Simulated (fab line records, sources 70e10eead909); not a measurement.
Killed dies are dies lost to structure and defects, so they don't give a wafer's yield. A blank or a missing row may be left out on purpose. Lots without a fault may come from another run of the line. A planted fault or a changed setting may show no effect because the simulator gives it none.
fab line records | flow nand_harc
record lots=11 wafers=33 last_day=33
route steps=1302 shown P_STI@85 P_GATE@138 END@1302
lots that met no fault: from a run of the same line without faults
start_h: hours from the record's first day to the start of the lot's first wafer shown | wait_h: hours since the lot's step before | " the same as in the row above | L1.1+2: a row that stands for several wafers | - no value, or no start given | * or withheld: withheld | < > ~ a bound
route shown NAME@n: a module of which the file shows steps, and the number in the route of the first | usual: mean/standard deviation of fault-free wafers | same: alike in all rows | chamber/n: place in a boat | sites: the reading at each site | _std_site: their standard deviation | _edge_site: outer sites' mean less inner sites' | radius_mm: how far each site lies from the wafer's centre | mask NAME#n: copy n | behind: the tool/chamber that last shaped the wafer | hold: why the lot was held/for how many hours/how that ended | device: the transistor (n, p or np) that didn't switch | end of line: the same wafers' tests at the end of the route | a step without rows: its recipe alone | killed: dies lost to structure and defects at the first sort, not the wafer's yield | map: a wafer's dies, x killed, . not, _ none there
set.NAME: the setting as run; set.NAME@STEP: as run at that earlier step | model.NAME: the simulator's own value behind a step, which no gauge read
steps of the route over a sample of lots; a table a step, a row a wafer
services: from which hour (start_h, from the record's first day; less than 0 if before it) a tool's chamber was out of use, for how many hours, and why
## steps
# step NHARC_P_STI_INSPECT_11
# usual raw_defect_count=5.2/2.6
# columns lot.wafer tool chamber start_h wait_h raw_defect_count
L120.1 defect_inspect-02 - 43.89 0.0 9
L120.3 " - " " 8
L120.4 " - " " 5
L121.2 defect_inspect-02 - 56.51 0.0 9
L121.3 " - " " 12
L121.6 " - " " 5
L124.2 defect_inspect-02 - 85.12 0.0 6
L124.3 " - " " 5
L124.6 " - " " 6
L126.1 defect_inspect-02 - 106.04 0.0 7
L126.2 " - " " 6
L126.6 " - " " 6
L127.1 defect_inspect-01 - 118.34 0.0 4
L127.3 " - " " 2
L127.6 " - " " 5
L137.2 defect_inspect-02 - 212.15 0.0 2
L137.5 " - " " 4
L137.6 " - " " 3
L138.2 defect_inspect-01 - 225.91 0.0 1
L138.3 " - " " 1
L138.4 " - " " 3
L139.1 defect_inspect-02 - 234.13 0.0 7
L139.2 " - " " 6
L139.5 " - " " 7
L140.2 defect_inspect-02 - 242.41 0.0 8
L140.3 " - " " 5
L140.5 " - " " 2
L141.1 defect_inspect-02 - 254.70 0.0 4
L141.2 " - " " 6
L141.3 " - " " 6
L142.1 defect_inspect-01 - 262.11 0.0 5
L142.2 " - " " 5
L142.4 " - " " 11
# step NHARC_P_GATE_EXPOSE_23
# recipe na=1.35 target_cd_nm=120 dose_mj=93.91 mask_id=P_GATE
# usual stage_vel_mm_s=500.03/0.23
# columns lot.wafer tool chamber start_h wait_h mask stage_vel_mm_s
L120.1 arfi_scanner-03 0 98.99 - P_GATE#0 499.71
L120.3 " 0 " " P_GATE#0 499.92
L120.4 " 0 " " P_GATE#0 500.09
L121.2 arfi_scanner-02 0 111.02 - P_GATE#0 499.67
L121.3 " 0 " " P_GATE#0 499.73
L121.6 " 0 " " P_GATE#0 499.80
L124.2 arfi_scanner-02 0 148.41 - P_GATE#0 500.33
L124.3 " 0 " " P_GATE#0 499.97
L124.6 " 0 " " P_GATE#0 500.08
L126.1 arfi_scanner-01 0 166.54 - P_GATE#0 499.55
L126.2 " 0 " " P_GATE#0 500.08
L126.6 " 0 " " P_GATE#0 500.32
L127.1 arfi_scanner-03 0 180.80 - P_GATE_R1#0 499.67
L127.3 " 0 " " P_GATE_R1#0 500.06
L127.6 " 0 " " P_GATE_R1#0 499.81
L137.2 arfi_scanner-02 0 263.08 - P_GATE#0 499.83
L137.5 " 0 " " P_GATE#0 500.05
L137.6 " 0 " " P_GATE#0 500.11
L138.2 arfi_scanner-03 0 280.18 - P_GATE#0 499.86
L138.3 " 0 " " P_GATE#0 500.13
L138.4 " 0 " " P_GATE#0 499.75
L139.1 arfi_scanner-02 0 283.74 - P_GATE#0 500.19
L139.2 " 0 " " P_GATE#0 500.54
L139.5 " 0 " " P_GATE#0 500.01
L140.2 arfi_scanner-01 0 291.06 - P_GATE#0 499.62
L140.3 " 0 " " P_GATE#0 499.52
L140.5 " 0 " " P_GATE#0 499.61
L141.1 arfi_scanner-03 0 317.54 - P_GATE#0 500.05
L141.2 " 0 " " P_GATE#0 500.16
L141.3 " 0 " " P_GATE#0 500.33
L142.1 arfi_scanner-03 0 322.29 - P_GATE#0 499.80
L142.2 " 0 " " P_GATE#0 500.46
L142.4 " 0 " " P_GATE#0 499.81
# step NHARC_P_GATE_CD_MEAS_26
# recipe target_cd_nm=120 landing_energy_ev=500
# usual cd_nm=120.2/0.61
# columns lot.wafer tool chamber start_h wait_h hold cd_nm
L120.1 cd_sem-03 0 99.13 - - 119.5
L120.3 " 0 " " - 119.7
L120.4 " 0 " " - 120.5
L121.2 cd_sem-01 0 111.16 - - 119.6
L121.3 " 0 " " - 119.7
L121.6 " 0 " " - 119.9
L124.2 cd_sem-02 0 148.55 - - 120.0
L124.3 " 0 " " - 119.7
L124.6 " 0 " " - 119.6
L126.1 cd_sem-01 0 166.68 - - 120.5
L126.2 " 0 " " - 120.1
L126.6 " 0 " " - 119.7
L127.1 cd_sem-03 0 180.94 - await_dispo/0.2h/release 115.1
L127.3 " 0 " " await_dispo/0.2h/release 115.0
L127.6 " 0 " " await_dispo/0.2h/release 115.3
L127.1 cd_sem-03 0 - - - 115.1
L127.3 " 0 " " - 115.0
L127.6 " 0 " " - 115.5
L137.2 cd_sem-03 0 263.22 - - 120.1
L137.5 " 0 " " - 119.2
L137.6 " 0 " " - 120.7
L138.2 cd_sem-01 0 280.31 - - 120.3
L138.3 " 0 " " - 120.0
L138.4 " 0 " " - 120.1
L139.1 cd_sem-02 0 283.88 - - 120.7
L139.2 " 0 " " - 121.6
L139.5 " 0 " " - 120.8
L140.2 cd_sem-02 0 291.20 - - 119.2
L140.3 " 0 " " - 120.4
L140.5 " 0 " " - 119.7
L141.1 cd_sem-02 0 317.68 - - 120.3
L141.2 " 0 " " - 121.0
L141.3 " 0 " " - 121.1
L142.1 cd_sem-02 0 322.43 - - 119.1
L142.2 " 0 " " - 120.0
L142.4 " 0 " " - 120.1
# step NHARC_P_GATE_HM_OPEN_105
# recipe target_depth_a=3600 o2_flow_sccm=400 cos_flow_sccm=20 ar_flow_sccm=0 rf_w=500 bias_w=300 chemistry=O2/COS
# usual chamber_pressure_mTorr=20.000/0.017 drypump_motor_current_A=5.9/0.59 oes_product_au=1.002/0.012 rf_vpp_V=467.8/1.8 showerhead_plenum_p_Torr=3.15/0.08 throttle_valve_pct=28.330/0.0098
# columns lot.wafer tool chamber start_h wait_h chamber_pressure_mTorr drypump_motor_current_A oes_product_au rf_hours_counter_h rf_vpp_V showerhead_plenum_p_Torr throttle_valve_pct
L120.4 rie_diel-05 1 - - 19.985 5.1 1.006 2.8 467.6 3.18 28.358
L120.1 " 2 " " 19.998 6.5 1.016 1.8 469.4 3.24 28.320
L120.3 " 3 " " 20.019 6.2 1.031 2.0 464.7 3.00 28.338
L121.3 rie_diel-02 1 - - 19.989 5.8 0.991 3.4 467.0 3.20 28.342
L121.2 " 3 " " 20.046 5.9 0.990 4.0 468.2 3.19 28.323
L121.6 " 3 " " 19.991 5.9 0.998 - 468.5 3.19 28.323
L124.2 rie_diel-02 2 - - 19.981 6.5 1.005 3.2 466.4 3.11 28.346
L124.3 " 3 " " 20.011 5.9 0.986 4.9 467.6 3.19 28.308
L124.6 " 1 " " 20.000 5.8 1.005 - 469.0 3.20 28.324
L126.1 rie_diel-02 1 - - 19.997 5.8 1.023 5.2 468.3 3.20 28.337
L126.2 " 3 " " 20.029 5.9 0.991 6.1 467.4 3.19 28.328
L126.6 " 0 " " 20.006 5.3 1.011 - 468.3 3.18 28.328
L127.3 rie_diel-03 1 - - 19.973 6.1 0.998 4.9 463.5 2.98 28.336
L127.1 " 0 " " 20.012 6.8 0.997 4.8 466.5 3.17 28.310
L127.6 " 1 " " 20.035 6.1 0.992 - 464.9 2.98 28.331
L137.2 rie_diel-03 2 - - 19.993 5.2 1.010 7.3 467.8 3.11 28.343
L137.5 " 0 " " 20.020 6.8 0.999 - 468.6 3.16 28.317
L137.6 " 1 " " 20.013 6.1 0.998 - 465.0 2.98 28.325
L138.2 rie_diel-05 0 - - 20.028 5.0 0.980 1.8 470.0 3.26 28.319
L138.4 " 1 " " 19.980 5.1 0.994 1.6 468.3 3.18 28.338
L138.3 " 3 " " 20.024 6.2 1.007 2.1 463.3 3.00 28.334
L139.2 rie_diel-02 3 - - 20.019 5.9 0.978 2.8 470.5 3.18 28.333
L139.1 " 0 " " 20.035 5.3 1.000 2.4 467.6 3.17 28.320
L139.5 " 3 " " 19.982 5.9 0.993 - 468.1 3.18 28.326
L140.2 rie_diel-03 1 - - 20.018 6.1 0.996 0.0 463.9 2.98 28.327
L140.3 " 3 " " 19.981 6.4 1.004 0.0 467.2 3.08 28.329
L140.5 " 1 " " 19.994 6.1 1.003 - 464.2 2.98 28.334
L141.1 rie_diel-05 2 - - 19.972 6.5 1.013 4.4 469.1 3.24 28.332
L141.3 " 3 " " 19.981 6.2 1.014 4.2 463.9 3.00 28.327
L141.2 " 1 " " 19.976 5.1 0.999 3.7 469.3 3.18 28.321
L142.4 rie_diel-02 2 - - 19.988 6.6 0.975 6.1 468.0 3.11 28.337
L142.2 " 3 " " 20.016 5.9 0.991 6.5 467.2 3.18 28.340
L142.1 " 1 " " 20.026 5.8 1.003 5.6 468.1 3.19 28.334
# step NHARC_P_GATE_ETCH_32
# recipe target_depth_a=1500 over_etch_frac=1 over_etch_ion_energy_ev=40 time_s=100.1 hbr_flow_sccm=150 cl2_flow_sccm=50 rf_w=400 icp_w=400 bias_w=100 chemistry=HBr/Cl2
# usual chamber_pressure_mTorr=15.001/0.013 drypump_motor_current_A=5.7/0.47 oes_product_au=1.001/0.0083 throttle_valve_pct=26.404/0.0087
# columns lot.wafer tool chamber start_h wait_h chamber_pressure_mTorr drypump_motor_current_A oes_product_au rf_hours_counter_h throttle_valve_pct
L120.3 rie_si-06 0 99.78 - 14.986 5.1 1.000 0.1 26.407
L120.4 " 2 " " 14.986 5.5 1.001 0.1 26.395
L120.1 " 3 " " 15.015 5.8 1.002 0.1 26.400
L121.2 rie_si-02 1 111.90 - 15.011 5.8 1.004 0.0 26.405
L121.3 " 2 " " 14.991 5.1 1.004 0.0 26.392
L121.6 " 3 " " 14.999 5.7 1.004 - 26.403
L124.2 rie_si-03 3 149.32 - 15.002 4.7 1.000 0.5 26.398
L124.3 " 0 " " 15.032 5.8 1.009 0.6 26.405
L124.6 " 1 " " 14.988 6.6 0.999 - 26.411
L126.1 rie_si-03 1 167.33 - 14.999 6.6 0.998 0.8 26.393
L126.2 " 2 " " 14.999 5.8 0.989 0.7 26.396
L126.6 " 2 " " 15.003 5.8 0.994 - 26.407
L127.3 rie_si-06 2 184.16 - 15.000 5.5 1.012 0.6 26.401
L127.1 " 3 " " 15.019 5.8 0.999 0.6 26.399
L127.6 " 2 " " 14.994 5.5 1.002 - 26.400
L137.2 rie_si-03 0 263.91 - 15.015 5.8 1.008 0.3 26.403
L137.6 " 1 " " 15.002 6.6 0.981 - 26.409
L137.5 " 2 " " 14.987 5.8 1.004 - 26.416
L138.4 rie_si-06 1 280.96 - 15.017 6.2 1.000 0.1 26.423
L138.2 " 2 " " 14.990 5.5 1.011 0.1 26.384
L138.3 " 0 " " 15.009 5.1 1.004 0.1 26.387
L139.2 rie_si-06 3 284.53 - 15.000 5.7 1.010 0.1 26.418
L139.1 " 1 " " 14.993 6.1 1.001 0.2 26.414
L139.5 " 3 " " 14.992 5.7 1.005 - 26.417
L140.3 rie_si-03 3 291.84 - 15.000 4.7 0.990 0.3 26.410
L140.2 " 1 " " 15.005 6.6 0.988 0.5 26.392
L140.5 " 3 " " 14.995 4.7 0.993 - 26.419
L141.1 rie_si-02 0 318.33 - 14.980 5.9 0.997 0.1 26.391
L141.2 " 2 " " 15.009 5.1 1.007 0.1 26.396
L141.3 " 3 " " 15.014 5.7 0.987 0.1 26.414
L142.2 rie_si-06 2 323.08 - 14.995 5.5 1.010 0.3 26.407
L142.4 " 0 " " 15.000 5.1 1.010 0.2 26.411
L142.1 " 1 " " 14.968 6.2 0.997 0.3 26.416
# step NHARC_END_SORT_01
# recipe temp_c=25
# usual killed_at_array=49/18 killed_at_other=0.8/1 killed_at_periphery=4.2/2.8 killed_dies=54/18 killed_open=3.0/1.7 killed_short=2.5/1.6
# same gross_dies=677
# columns lot.wafer tool chamber start_h wait_h killed_at_array killed_at_other killed_at_periphery killed_dies killed_open killed_short
L124.2 prober-02 0 633.13 2.8 62 0 3 65 2 4
L124.3 prober-02 0 633.93 3.1 59 1 3 63 2 0
L124.6 prober-02 0 636.35 4.0 55 0 3 58 2 5
L127.3 prober-01 0 649.23 3.1 62 2 3 67 5 5
L139.1 prober-02 0 750.11 2.5 33 0 6 39 2 5
L139.2 prober-02 0 750.90 2.8 29 0 7 36 3 0
L139.5 prober-02 0 753.29 3.7 27 2 7 36 2 2
L137.2 prober-01 0 750.95 2.8 53 3 5 61 3 1
L137.5 prober-01 0 753.35 3.7 42 0 7 49 2 3
L137.6 prober-01 0 754.15 4.0 59 0 1 60 1 0
# killed by level:class
L124.2 A_CHANNEL_HOLE_D2:chamber_film_flake=26 A_CHANNEL_HOLE_D1:chamber_film_flake=23 A_CONTACT:chamber_film_flake=3 A_CHANNEL_FILL_D1:chamber_film_flake=2 P_CONTACT:geometric_particle:short=1 A_ONON_D1:geometric_particle:open=1 A_ONON_D1:geometric_particle:short=1 A_ONON_D2:geometric_particle:short=1
L124.3 A_CHANNEL_HOLE_D2:chamber_film_flake=37 A_CHANNEL_HOLE_D1:chamber_film_flake=17 P_ZERO_WELL:chamber_film_flake=2 A_CHANNEL_HOLE_D1:geometric_particle:open=1 A_CHANNEL_FILL_D2:geometric_particle:open=1 P_M0:chamber_film_flake=1 A_CHANNEL_FILL_D1:chamber_film_flake=1 A_SLIT:chamber_film_flake=1
L124.6 A_CHANNEL_HOLE_D2:chamber_film_flake=23 A_CHANNEL_HOLE_D1:chamber_film_flake=23 A_CONTACT:geometric_particle:short=2 P_M2:geometric_particle:open=1 A_ONON_D2:geometric_particle:short=1 A_CHANNEL_FILL_D2:geometric_particle:short=1 A_CHANNEL_FILL_D2:geometric_particle:open=1 A_WL_FILL:geometric_particle:short=1
L127.3 A_SLIT:chamber_film_flake=35 A_CHANNEL_HOLE_D2:chamber_film_flake=11 P_CONTACT:geometric_particle:short=2 A_WL_FILL:geometric_particle:short=2 A_STAIRCASE:chamber_film_flake=2 A_WL_FILL:chamber_film_flake=2 A_BONDPAD:chamber_film_flake=2 THIN_TSV:chamber_film_flake=2
L139.1 A_CHANNEL_HOLE_D1:chamber_film_flake=8 A_SLIT:chamber_film_flake=6 A_ZERO_WELL:chamber_film_flake=3 A_STAIRCASE:chamber_film_flake=3 A_CONTACT:chamber_film_flake=3 A_CHANNEL_HOLE_D2:chamber_film_flake=2 P_M0:geometric_particle:open=1 P_M1:geometric_particle:short=1
L139.2 A_CHANNEL_HOLE_D1:chamber_film_flake=10 A_SLIT:chamber_film_flake=8 A_ZERO_WELL:chamber_film_flake=3 A_CONTACT:chamber_film_flake=3 A_CONTACT:geometric_particle:open=2 P_ZERO_WELL:chamber_film_flake=2 P_STI:chamber_film_flake=2 P_BONDPAD:chamber_film_flake=2
L137.2 A_SLIT:chamber_film_flake=15 A_CHANNEL_HOLE_D1:chamber_film_flake=14 A_CONTACT:chamber_film_flake=7 A_CHANNEL_HOLE_D2:chamber_film_flake=5 P_CONTACT:chamber_film_flake=4 A_STAIRCASE:chamber_film_flake=4 A_CHANNEL_FILL_D2:chamber_film_flake=3 THIN_TSV:chamber_film_flake=3
L139.5 A_CHANNEL_HOLE_D1:chamber_film_flake=10 A_CONTACT:chamber_film_flake=5 A_STAIRCASE:chamber_film_flake=4 P_ZERO_WELL:chamber_film_flake=3 A_SLIT:chamber_film_flake=3 P_GATE:chamber_film_flake=2 A_CHANNEL_FILL_D2:chamber_film_flake=2 P_STI:geometric_particle:open=1
L137.5 A_SLIT:chamber_film_flake=21 A_STAIRCASE:chamber_film_flake=6 A_CONTACT:chamber_film_flake=5 A_CHANNEL_HOLE_D1:chamber_film_flake=3 A_CHANNEL_HOLE_D2:chamber_film_flake=2 P_GATE:geometric_particle:open=1 P_GATE:geometric_particle:short=1 P_CONTACT:geometric_particle:short=1
L137.6 A_SLIT:chamber_film_flake=36 A_CHANNEL_HOLE_D1:chamber_film_flake=7 A_CONTACT:chamber_film_flake=7 A_STAIRCASE:chamber_film_flake=2 A_SGD_CUT:chamber_film_flake=2 A_WL_FILL:chamber_film_flake=2 A_WL_FILL:geometric_particle:open=1 P_GATE:chamber_film_flake=1
## services
# columns tool chamber start_h hours kind
arfi_scanner-01 - 80.00 4.0 pm
rie_diel-02 2 99.92 22.2 repair
rie_si-06 1 100.17 1.1 repair
rie_si-06 - 101.14 0.7 repair
rie_diel-03 - 104.30 9.0 pm
rie_si-06 1 120.44 9.2 repair
arfi_scanner-02 - 124.09 0.8 repair
rie_diel-03 0 134.75 12.1 repair
arfi_scanner-02 - 140.00 4.0 pm
rie_diel-03 2 144.58 12.4 repair
arfi_scanner-02 - 170.41 15.5 repair
rie_diel-05 0 182.38 3.2 repair
rie_diel-02 1 185.47 4.4 repair
arfi_scanner-03 - 187.83 0.8 repair
arfi_scanner-03 - 196.00 4.0 pm
rie_diel-02 - 216.70 9.0 pm
rie_si-03 - 221.00 9.0 pm
rie_diel-05 - 229.62 9.0 pm
rie_si-06 - 249.00 9.0 pm
rie_diel-03 0 250.38 7.5 repair
rie_diel-03 - 281.30 9.0 pm
arfi_scanner-03 - 290.86 3.0 repair
arfi_scanner-03 - 294.92 0.6 repair
arfi_scanner-02 - 312.00 4.0 pm
## key
first_sign step=NHARC_P_GATE_EXPOSE_23 reading=mask direction=changed
effect step=NHARC_P_GATE_CD_MEAS_26 reading=visit direction=added
effect step=NHARC_P_GATE_CD_MEAS_26 reading=cd_nm direction=down sigmas=8.4 usual=120.2 struck=115.1
met_at NHARC_P_GATE_EXPOSE_23
struck_lots L127
tester_left_out L127
not_acting_at NHARC_P_STI_INSPECT_11,NHARC_P_GATE_HM_OPEN_105,NHARC_P_GATE_ETCH_32
onset_between 98.99 180.80
fault kind=wrong_mask tool=any chamber=- onset_h=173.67 steps=NHARC_P_GATE_EXPOSE_23 aux_copy=P_GATE_R1#0 cd_offset_nm=-5.0301 scope=struck_lots_only
# tester_left_out: of these lots the tester's yield and bins aren't shown, on N5 and GAA mostly nor the transistor test; their killed dies are dies lost to structure and defects alone, not to doping, threshold or leakage, so they don't give the yield
